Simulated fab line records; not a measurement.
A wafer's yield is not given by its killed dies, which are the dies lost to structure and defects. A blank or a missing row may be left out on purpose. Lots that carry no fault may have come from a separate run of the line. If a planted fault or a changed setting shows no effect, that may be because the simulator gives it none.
fab line records | flow nandHarc
record: lots: 6 wafers: 18 lastDay: 34
route steps=1302 shown P_M0@264
lots that met no fault: taken from a fault-free run of the same line
startH: the number of hours between the record's first day and the start of the first shown wafer of the lot | waitH: time in hours since the lot's previous step | " as in the row above | L1.1+2: a row that stands for several wafers | - either no value or no given start | * or withheld: withheld | < > ~ a bound
route shown NAME@n: a module of which the file shows steps, and the number in the route of the first | usual: mean/standard deviation taken from wafers without a fault | same: alike in all rows | chamber/n: place in a boat | sites: per-site readings | _std_site: standard deviation across them | _edge_site: mean of outer sites minus mean of inner sites | radiusMm: how far each site lies from the wafer's centre | mask NAME#n: copy n | behind: tool/chamber where the wafer was last shaped | hold: cause of the lot's hold/its duration in hours/its outcome | device: names the non-switching transistor (n, p or np) | end of line: at the end of the route, the tests of the same wafers | a step given without rows: its recipe and nothing more | killed: dies lost to structure and defects at the first sort, not the wafer's yield | map: shows each die of a wafer: x if killed, . if not, _ if none is there
set.NAME: the setting that was run; set.NAME@STEP: the one run at that earlier step | model.NAME: the simulator's own value behind a step, which no gauge read
a table for each step, a row for each wafer; lots at some steps of the route
services: from which hour (startH, from the record's first day; less than 0 if before it) a tool's chamber was out of use, for how many hours, and why
== steps ==
step: NHARC_P_M0_OVL_MEAS_10
recipe: pitchNm: 180
usual: overlayXNm: -0.3/0.87 overlayYNm: 0.0/0.8
columns lot.wafer tool chamber startH waitH overlayXNm overlayYNm
L547.3 overlay-01 - 175.90 - -0.2 1.8
L547.4 " - " " -0.1 2.1
L547.5 " - " " -0.3 1.6
L549.2 overlay-01 - 190.90 - -0.4 -0.5
L549.3 " - " " -0.4 -0.4
L549.5 " - " " -0.5 -0.4
L555.1 overlay-01 - 251.81 - 0.6 -0.1
L555.3 " - " " 1.2 0.0
L555.5 " - " " 1.6 0.1
L557.1 overlay-01 - 269.14 - -1.0 0.9
L557.2 " - " " -1.5 0.6
L557.6 " - " " -2.1 0.9
L564.2 overlay-02 - 341.83 - 0.2 -0.1
L564.4 " - " " 0.8 -1.0
L564.5 " - " " 0.2 -0.3
L565.1 overlay-01 - 357.69 - 0.9 0.7
L565.3 " - " " 1.1 0.4
L565.4 " - " " 0.7 0.5
step: NHARC_P_M0_INSPECT_11
usual: rawDefectCount: 4.7/2.5
columns lot.wafer tool chamber startH waitH rawDefectCount
L547.3 defectInspect-01 - 175.94 0.0 1
L547.4 " - " " 5
L547.5 " - " " 1
L549.2 defectInspect-01 - 190.94 0.0 4
L549.3 " - " " 5
L549.5 " - " " 1
L555.1 defectInspect-01 - 251.85 0.0 5
L555.3 " - " " 5
L555.5 " - " " 4
L557.1 defectInspect-01 - 269.17 0.0 7
L557.2 " - " " 4
L557.6 " - " " 3
L564.2 defectInspect-01 - 341.86 0.0 5
L564.4 " - " " 6
L564.5 " - " " 7
L565.1 defectInspect-02 - 357.72 0.0 2
L565.3 " - " " 3
L565.4 " - " " 5
step: NHARC_P_M0_DESCUM_14
recipe: timeS: 3 o2FlowSccm: 200 arFlowSccm: 0 biasPowerW: 0 chemistry: O2
step: NHARC_P_M0_ETCH_34
recipe: targetDepthA: 400 overetchA: 120 timeS: 43.94 ionEnergyEv: 200 n2FlowSccm: 150 h2FlowSccm: 150 arFlowSccm: 0 rfW: 400 biasW: 150 chemistry: N2/H2
usual: drypumpMotorCurrentA: 5.63/0.3 oesProductAu: 0.996/0.013 rfVppV: 431.2/2.6 showerheadPlenumPTorr: 2.07/0.088 throttleValvePct: 14.172/0.0094
columns lot.wafer tool chamber startH waitH drypumpMotorCurrentA oesProductAu rfHoursCounterH rfVppV showerheadPlenumPTorr throttleValvePct
L547.3 rieDiel-06 1 176.08 0.1 5.38 1.005 8 429.1 2.02 14.164
L547.4 " 0 " " 5.90 1.005 6 432.4 2.09 14.181
L547.5 " 1 " " 5.38 0.995 - 429.8 2.02 14.160
L549.2 rieDiel-01 1 191.10 0.1 5.66 0.994 53 432.1 2.09 14.176
L549.3 " 2 " " 5.70 0.999 44 429.9 1.99 14.172
L549.5 " 3 " " 5.15 0.983 - 432.3 2.12 14.187
L555.3 rieDiel-01 1 252.14 0.2 5.64 1.019 14 431.8 2.08 14.179
L555.1 " 2 " " 5.68 0.987 11 428.2 1.99 14.166
L555.5 " 1 " " 5.62 1.025 - 430.9 2.08 14.172
L557.1 rieDiel-06 2 269.32 0.1 5.56 1.007 22 435.2 2.17 14.173
L557.2 " 1 " " 5.35 0.984 24 429.1 2.02 14.167
L557.6 " 3 " " 5.61 0.978 - 427.8 1.94 14.180
L564.2 rieDiel-06 2 342.01 0.1 5.56 1.006 4 433.6 2.17 14.159
L564.4 " 3 " " 5.64 0.993 4 427.0 1.93 14.157
L564.5 " 2 " " 5.56 0.988 - 433.9 2.17 14.185
L565.4 rieDiel-13 3 357.87 0.1 5.19 1.027 1 431.2 2.13 14.177
L565.1 " 1 " " 6.14 1.009 2 435.1 2.18 14.193
L565.3 " 2 " " 5.50 1.003 1 434.7 2.17 14.159
step: NHARC_P_M0_ETCH_15
recipe: targetDepthA: 1500 overetchA: 150 timeS: 82.5 c4f8FlowSccm: withheld arFlowSccm: 400 rfW: 600 biasW: 300 chemistry: C4F8/Ar
usual: oesProductAu: 0.951/0.022 rfVppV: 441.5/2.5
columns lot.wafer tool chamber startH waitH oesProductAu rfHoursCounterH rfVppV
L547.3 rieDiel-06 3 - - 0.951 6 438.8
L547.4 " 0 " " 0.974 6 442.4
L547.5 " 2 " " 0.941 - 444.1
L549.3 rieDiel-01 1 - - 0.922 53 443.1
L549.2 " 2 " " 0.928 44 439.6
L549.5 " 1 " " 0.921 - 442.1
L555.3 rieDiel-01 2 - - 0.919 11 438.6
L555.1 " 3 " " 0.917 11 444.3
L555.5 " 1 " " 0.950 - 442.4
L557.2 rieDiel-06 1 - - 0.941 24 440.7
L557.1 " 2 " " 0.948 22 446.3
L557.6 " 0 " " 0.960 - 441.7
L564.2 rieDiel-06 3 - - 0.905 4 438.8
L564.4 " 2 " " 0.931 4 445.6
L564.5 " 3 " " 0.915 - 438.9
L565.3 rieDiel-13 3 - - 0.979 1 445.2
L565.1 " 0 " " 0.981 2 436.4
L565.4 " 2 " " 0.942 1 444.8
step: NHARC_P_M0_CD_MEAS_16
usual: cdNm: 90.1/0.94
columns lot.wafer tool chamber startH waitH cdNm
L547.3 cdSem-03 - 176.30 - 91.4
L547.4 " - " " 90.6
L547.5 " - " " 90.5
L549.2 cdSem-02 - 191.30 - 90.6
L549.3 " - " " 91.0
L549.5 " - " " 90.7
L555.1 cdSem-02 - 252.47 - 90.3
L555.3 " - " " 89.6
L555.5 " - " " 90.4
L557.1 cdSem-02 - 269.53 - 89.0
L557.2 " - " " 89.9
L557.6 " - " " 89.5
L564.2 cdSem-02 - 342.27 - 88.6
L564.4 " - " " 89.8
L564.5 " - " " 87.8
L565.1 cdSem-02 - 358.08 - 89.0
L565.3 " - " " 89.7
L565.4 " - " " 91.0
step: NHARC_P_M0_STRIP_18
recipe: powerW: 1000 n2FlowSccm: 150 h2FlowSccm: 150 arFlowSccm: 0 biasW: 0 chemistry: N2/H2
usual: drypumpMotorCurrentA: 5.66/0.29 oesProductAu: 0.993/0.014 rfVppV: 90.7/1.1 showerheadPlenumPTorr: 2.06/0.088 throttleValvePct: 14.172/0.0088
columns lot.wafer tool chamber startH waitH drypumpMotorCurrentA oesProductAu rfHoursCounterH rfVppV showerheadPlenumPTorr throttleValvePct
L547.3 rieDiel-06 0 176.40 0.1 5.89 0.999 6 91.8 2.09 14.177
L547.4 " 2 " " 5.56 0.986 6 92.1 2.18 14.171
L547.5 " 0 " " 5.89 1.002 - 90.8 2.09 14.172
L549.3 rieDiel-06 2 191.40 0.1 5.55 0.999 8 90.5 2.18 14.168
L549.2 " 0 " " 5.89 0.994 9 91.8 2.09 14.158
L549.5 " 2 " " 5.58 0.980 - 92.2 2.18 14.173
L555.1 rieDiel-01 2 252.62 0.1 5.66 0.982 11 90.3 1.99 14.165
L555.3 " 3 " " 5.15 0.974 11 91.5 2.11 14.170
L555.5 " 3 " " 5.14 0.989 - 91.7 2.11 14.188
L557.2 rieDiel-06 0 269.61 0.1 5.88 0.992 21 91.3 2.09 14.174
L557.1 " 2 " " 5.59 1.005 22 90.1 2.17 14.172
L557.6 " 1 " " 5.38 0.996 - 89.4 2.02 14.171
L564.2 rieDiel-01 2 342.39 0.1 5.68 0.971 38 90.0 1.98 14.177
L564.4 " 3 " " 5.15 0.975 39 90.8 2.10 14.160
L564.5 " 1 " " 5.67 1.004 - 89.3 2.07 14.186
L565.4 rieDiel-06 1 358.18 0.1 5.36 0.984 7 90.4 2.01 14.190
L565.3 " 2 " " 5.56 1.008 7 91.8 2.17 14.170
L565.1 " 3 " " 5.63 0.990 7 89.5 1.93 14.184
step: NHARC_P_M0_STRIP_19
recipe: timeS: 600 tempC: 30 chemistry: postEtchResidueRemover
step: NHARC_P_M0_DEGAS_28
recipe: tempC: 250 timeS: 60
usual: heaterPowerW: 332/38
columns lot.wafer tool chamber startH waitH heaterPowerW
L547.3 pvdSputter-02 - 176.91 - 354
L547.4 " - " " 300
L547.5 " - " " 348
L549.2 pvdSputter-01 - 191.93 - 319
L549.3 " - " " 326
L549.5 " - " " 400
L555.3 pvdSputter-02 - 253.19 - 378
L555.1 " - " " 273
L555.5 " - " " 301
L557.1 pvdSputter-03 - 270.16 - 318
L557.2 " - " " 289
L557.6 " - " " 310
L564.2 pvdSputter-01 - 342.89 - 315
L564.4 " - " " 322
L564.5 " - " " 314
L565.4 pvdSputter-01 - 358.70 - 353
L565.1 " - " " 310
L565.3 " - " " 323
step: NHARC_P_M0_PRE_CLEAN_29
recipe: timeS: 30 tempC: 280 gas: H2/He
step: NHARC_P_M0_PVD_20
recipe: targetThkA: 50 biasV: 168.6 powerW: 15000 chamberPressurePa: 0.12 timeS: 8.06 substrateTempC: 50 material: TaN
usual: cathodeDcPowerW: 15000/2.5 throttleValvePct: 29.2/1.2
columns lot.wafer tool chamber startH waitH cathodeDcPowerW throttleValvePct
L547.4 pvdSputter-02 - - - 14997 29.7
L547.3 " - " " 15001 28.9
L547.5 " - " " 14997 30.2
L549.3 pvdSputter-01 - - - 14997 27.4
L549.2 " - " " 15002 30.1
L549.5 " - " " 14999 27.8
L555.3 pvdSputter-02 - - - 15001 30.2
L555.1 " - " " 14999 29.1
L555.5 " - " " 14999 28.8
L557.2 pvdSputter-03 - - - 15004 30.2
L557.1 " - " " 15003 30.0
L557.6 " - " " 15001 30.6
L564.4 pvdSputter-01 - - - 15001 26.9
L564.2 " - " " 15001 30.4
L564.5 " - " " 14996 27.1
L565.1 pvdSputter-01 - - - 15001 27.1
L565.4 " - " " 15004 29.3
L565.3 " - " " 14999 30.1
step: NHARC_P_M0_PVD_21
recipe: targetThkA: 300 chamberPressurePa: 5 powerW: 5000 substrateTempC: 30 timeS: 20.49 material: Cu
step: NHARC_P_M0_ECD_22
recipe: targetThkA: 4000 bathTempC: 25 material: Cu
usual: bathHeatDutyPct: 6.3/0.68
columns lot.wafer tool chamber startH waitH bathHeatDutyPct
L547.4 ecdCu-01 0 177.37 - 6.5
L547.3 " 1 " " 5.4
L547.5 " 1 " " 6.0
L549.2 ecdCu-01 1 192.34 - 4.8
L549.3 " 0 " " 5.9
L549.5 " 0 " " 6.1
L555.1 ecdCu-01 0 253.55 - 5.6
L555.3 " 1 " " 5.8
L555.5 " 1 " " 5.4
L557.2 ecdCu-01 1 270.52 - 5.7
L557.1 " 0 " " 6.0
L557.6 " 0 " " 6.1
L564.2 ecdCu-02 1 343.25 - 6.4
L564.4 " 0 " " 6.8
L564.5 " 1 " " 5.5
L565.1 ecdCu-01 1 359.11 - 6.0
L565.4 " 0 " " 7.3
L565.3 " 1 " " 5.8
step: NHARC_P_M0_ANNEAL_30
recipe: tempC: 225 timeS: 90
step: NHARC_P_M0_CMP_23
recipe: tOverpolishS: 20 targetThkNm: 117.54
usual: motorCurrentA: 12.0/1.3 timeToEndpointS: 28.4/2.7
columns lot.wafer tool chamber startH waitH motorCurrentA timeToEndpointS
L547.4 cmp-01 3 178.01 - 11.0 29.0
L547.3 " 1 " " 12.9 37.6
L547.5 " 3 " " 10.9 29.3
L549.2 cmp-01 0 193.04 - 12.9 32.6
L549.3 " 1 " " 12.9 31.2
L549.5 " 0 " " 13.0 34.1
L555.3 cmp-02 0 254.27 - 10.2 26.9
L555.1 " 2 " " 11.1 8.0
L555.5 " 0 " " 10.1 24.7
L557.2 cmp-01 0 271.27 - 12.9 31.2
L557.1 " 1 " " 12.9 11.8
L557.6 " 3 " " 11.4 6.6
L564.4 cmp-03 3 344.11 - 12.9 26.3
L564.2 " 1 " " 11.0 28.4
L564.5 " 2 " " 11.1 31.7
L565.1 cmp-01 3 359.77 - 10.8 26.8
L565.4 " 1 " " 12.8 31.2
L565.3 " 2 " " 13.3 26.0
== services ==
columns tool chamber startH hours kind
rieDiel-06 2 157.15 7.4 repair
ecdCu-01 - 160.00 8.0 pm
rieDiel-13 - 165.01 9.0 pm
pvdSputter-02 - 183.48 7.7 repair
rieDiel-01 3 186.41 2.4 repair
ecdCu-01 - 187.44 0.3 repair
pvdSputter-01 - 192.34 3.2 repair
cmp-01 - 193.53 4.0 pm
ecdCu-01 - 202.96 2.6 repair
rieDiel-01 - 203.90 9.0 pm
rieDiel-01 2 213.88 3.6 repair
pvdSputter-01 - 226.00 10.0 pm
cmp-01 - 237.91 0.8 repair
rieDiel-01 0 242.49 4.3 repair
rieDiel-01 0 249.97 6.0 repair
rieDiel-06 0 251.14 10.7 repair
pvdSputter-02 - 282.00 10.0 pm
ecdCu-01 - 285.85 1.8 repair
cmp-01 - 291.53 4.0 pm
rieDiel-06 - 307.20 9.0 pm
pvdSputter-01 - 321.62 2.4 repair
rieDiel-01 1 334.47 3.8 repair
ecdCu-01 - 336.27 8.0 pm
rieDiel-06 - 353.74 0.5 repair
== key ==
firstSign: step: NHARC_P_M0_CMP_23 reading: timeToEndpointS direction: down sigmas: 7.4 usual: * struck: *
effect none on later readings
metAt NHARC_P_M0_ECD_22
struckWafers L555.1,L557.1,L557.6
laterRowsLeftOut L555.1,L557.1,L557.6
sortLeftOut L555.1,L557.1,L557.6
onsetBetween 192.34 253.55
fault: kind: processParameterDrift tool: ecdCu-01 chamber: 0 onsetH: 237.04 steps: NHARC_P_M0_ECD_22 channel: targetThkA offset: * shape: step endH: 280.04 actsIn: * stated: *
sortLeftOut: the simulated sort isn't trusted on such a fault, so these wafers' sort isn't shown, and their yield isn't known
laterRowsLeftOut: the simulator's readings of these wafers behind a module that went badly wrong aren't trusted and aren't shown, but for the sort
